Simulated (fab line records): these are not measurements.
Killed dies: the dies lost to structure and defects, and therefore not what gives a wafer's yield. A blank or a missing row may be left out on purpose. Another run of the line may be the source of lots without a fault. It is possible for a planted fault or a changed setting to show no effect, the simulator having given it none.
Matching of chambers    flow n5Finfet    N5_BEOL_M4_PRE_CLEAN_60 on cvdCo-01 has 3 sister chambers
The step time 15 s. 16 wafers are shown with their chamber, then 8 later ones without.

EACH WAFER AND ITS CHAMBER
wafer   chamber  heaterPowerW (W)
L770.3  1        83
L770.4  0        94
L770.6  1        85
L769.1  1        85
L769.2  0        97
L769.5  0        97
L774.2  0        94
L774.5  1        86
L774.6  2        81
L772.1  2        83
L772.5  1        85
L772.6  2        82
L780.1  1        86
L780.4  1        81
L780.5  0        97
L783.2  2        82

SIGNATURES, as means of the wafers listed above
reading       chamber 0  chamber 1  chamber 2  scatter within a chamber
heaterPowerW  95.80      84.43      82.00      1.58
Rule: distance of a wafer from a chamber = root of the sum over the readings of ((wafer's reading minus chamber's mean) / reading's scatter) squared. The wafer belongs to the nearest chamber; if the next one is less than 2 further off, it can't be placed. The scatter is the square root of a quotient: the sum, over the shown wafers, of each reading's squared deviation from its chamber's mean, divided by wafers minus chambers.

WAFERS WITH NO CHAMBER GIVEN
wafer   heaterPowerW (W)
L783.3  84
L783.4  88
L784.1  82
L784.3  85
L784.6  88
L787.1  96
L787.3  84
L787.5  85

CHAMBER TAKEN BY EACH
wafer   from the rows above      in truth
L783.3  can't be placed: 1 or 2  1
L783.4  can't be placed: 1 or 2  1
L784.1  can't be placed: 2 or 1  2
L784.3  can't be placed: 1 or 2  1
L784.6  can't be placed: 1 or 2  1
L787.1  0                        0
L787.3  can't be placed: 1 or 2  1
L787.5  can't be placed: 1 or 2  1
1 of 8 placed correctly. Can't be placed from these rows: 7 (the true chamber is among the candidates in 7). 0 placed wrongly.
